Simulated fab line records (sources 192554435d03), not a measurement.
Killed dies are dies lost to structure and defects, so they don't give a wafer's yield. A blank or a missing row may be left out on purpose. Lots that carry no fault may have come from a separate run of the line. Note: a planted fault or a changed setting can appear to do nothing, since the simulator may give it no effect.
A struck lot beside a sound one / flow n5-finfet / 15 steps out of a route of 1938
Sound: the wafers L300.3, L300.4, L300.6. Struck: wafers L292.1, L292.2, L292.4. The cause is given at the end.
For every step that has rows: the tool of each side, followed by ch and its chambers, followed by its first start. Under that, the readings that differ: sound wafers / struck wafers / difference of the means / sigmas: that difference in standard deviations of wafers without a fault.
alike: readings with means less than 2 such deviations apart, plus words and numbers identical on both sides. not compared: withheld readings, readings lacking a value on some wafer, bounds such as >300 that could conceal the same value, and numbers that have no deviation in the record and whose values overlap.
Wherever a step has rows on one side only, a row that says differs or no value, or a row with sigmas, the two part there. Numbers that have no deviation but don't overlap get no sigmas and don't part them. A reading missing from all wafers of one side parts the sides only when that side holds two or more wafers.

first, 4 steps without rows for these wafers: N5_DUMMY_GATE_ETCH_36 (etches SiARC in CF4, target depth 13 nm); N5_DUMMY_GATE_ETCH_37 (etches SOC in N2/H2, target depth 60 nm, overetch 30 nm); N5_DUMMY_GATE_STRIP_38 (strips in N2/H2); N5_DUMMY_GATE_STRIP_39 (strips in N2/H2).
N5_DUMMY_GATE_TRIM_49: chemistry O2, time 29 s, target cd 14 nm.
  sound on rie-si-04 ch 1,2, day 8 05:23; struck on rie-si-02 ch 0,2,3, day 6 05:29
  alike: chamber-pressure-mTorr, drypump-motor-current-A, oes-product-au, throttle-valve-pct
  not compared: rf-hours-counter-h
then, 1 step without rows for these wafers: N5_DUMMY_GATE_STRIP_40 (strips in CF4).
N5_DUMMY_GATE_CD_MEAS_50 targets a cd of 14 nm.
  struck on cd-sem-01, day 6 05:38; sound on cd-sem-01, day 8 05:32
  alike: cd-nm
N5_DUMMY_GATE_ETCH_31: etches SiO2 in C4F6/O2, target depth 82.5 nm, time 27.5 s.
  sound on rie-diel-03 ch 1,2,3, day 8 05:35; struck on rie-diel-04 ch 0,1,2, day 6 05:41
  alike: chamber-pressure-mTorr, drypump-motor-current-A, oes_o_777_au, oes-product-au, rf-vpp-V, showerhead-plenum-p-Torr, throttle-valve-pct
  not compared: rf-hours-counter-h
then, 1 step without rows for these wafers: N5_DUMMY_GATE_STRIP_41 (strips in O2).
N5_DUMMY_GATE_HM_OPEN_21: chemistry CH3F/O2, target SiNx, target depth 120 nm, time 171.4 s.
  sound on rie-diel-03 ch 1,2,3, day 8 05:40; struck on rie-diel-04 ch 0,1,2, day 6 05:46
  alike: chamber-pressure-mTorr, drypump-motor-current-A, oes_o_777_au, oes-product-au, rf-vpp-V, showerhead-plenum-p-Torr, throttle-valve-pct
  not compared: rf-hours-counter-h
N5_DUMMY_GATE_ETCH_32: etches SiO2 in CF4, target depth 3.5 nm, time 3.9 s.
  sound on rie-si-05 ch 0,3, day 8 05:50; struck on rie-si-04 ch 0,1,3, day 6 05:55
  alike: cf4-flow-sccm, chamber-pressure-mTorr, drypump-motor-current-A, oes-product-au, throttle-valve-pct
  not compared: rf-hours-counter-h
N5_DUMMY_GATE_ETCH_23: etches poly-Si in HBr/Cl2/O2, target depth 41 nm, time 22.3 s.
  sound on rie-si-05 ch 0,3, day 8 05:52; struck on rie-si-04 ch 0,1,3, day 6 05:58
  alike: chamber-pressure-mTorr, drypump-motor-current-A, mfc-cl2-sccm, oes_o_777_au, oes-product-au, throttle-valve-pct
  not compared: rf-hours-counter-h
N5_DUMMY_GATE_ETCH_44: etches poly-Si in HBr/O2, stops on SiO2, target depth 127.5 nm.
  sound on rie-si-05 ch 0,3, day 8 05:55; struck on rie-si-04 ch 0,1,3, day 6 06:01
reading=oes-product-au (a.u.); sound=0.741 0.718 0.741; struck=0.689 0.651 0.672; difference=-0.063; sigmas=-4
reading=over-etch-frac; sound=0.7 0.7 0.7; struck=1.0924 1.0924 1.0924; difference=+0.3924; sigmas=
reading=model.SiO2_of_DUMMY_GATE_ALD_02.thk-nm (nm); sound=2 2 2; struck=1.6 1.6 1.4; difference=-0.5; sigmas=
  alike: chamber-pressure-mTorr, drypump-motor-current-A, throttle-valve-pct
  not compared: rf-hours-counter-h
N5_DUMMY_GATE_CD_MEAS_24 targets a cd of 15 nm.
  struck on cd-sem-02, day 6 06:07; sound on cd-sem-03, day 8 06:02
  alike: cd-nm
-- the record jumps here: 5 days lie between the struck wafers' starts before and after (it left off in module DUMMY_GATE and takes up again in module BEOL_M4, whose first step shown is number 1111 of the route) --
N5_BEOL_M4_RC_MEAS_101:
  sound on prober-01 ch 0, day 13 06:10; struck on prober-01 ch 0, day 11 16:17
reading=DIBL_N (mV/V); sound=37.5 37.0 37.1; struck=35.2 33.2 35.1; difference=-2.7; sigmas=-2
reading=DIBL_P (mV/V); sound=38.4 37.5 37.4; struck=35.2 32.8 34.7; difference=-3.5; sigmas=-2
  alike: IOFF_N, IOFF_P, ION_N, ION_P, SS_N, SS_P, VT_N, VT_P

WHERE THEY PART
At N5_DUMMY_GATE_ETCH_44 first; at N5_BEOL_M4_RC_MEAS_101 last (within this record only).

WHY: what had been put in by the simulator
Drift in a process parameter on rie-si-04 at N5_DUMMY_GATE_ETCH_44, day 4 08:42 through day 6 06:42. Setting over-etch-frac shifted by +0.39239 from 0.7. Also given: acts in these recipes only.
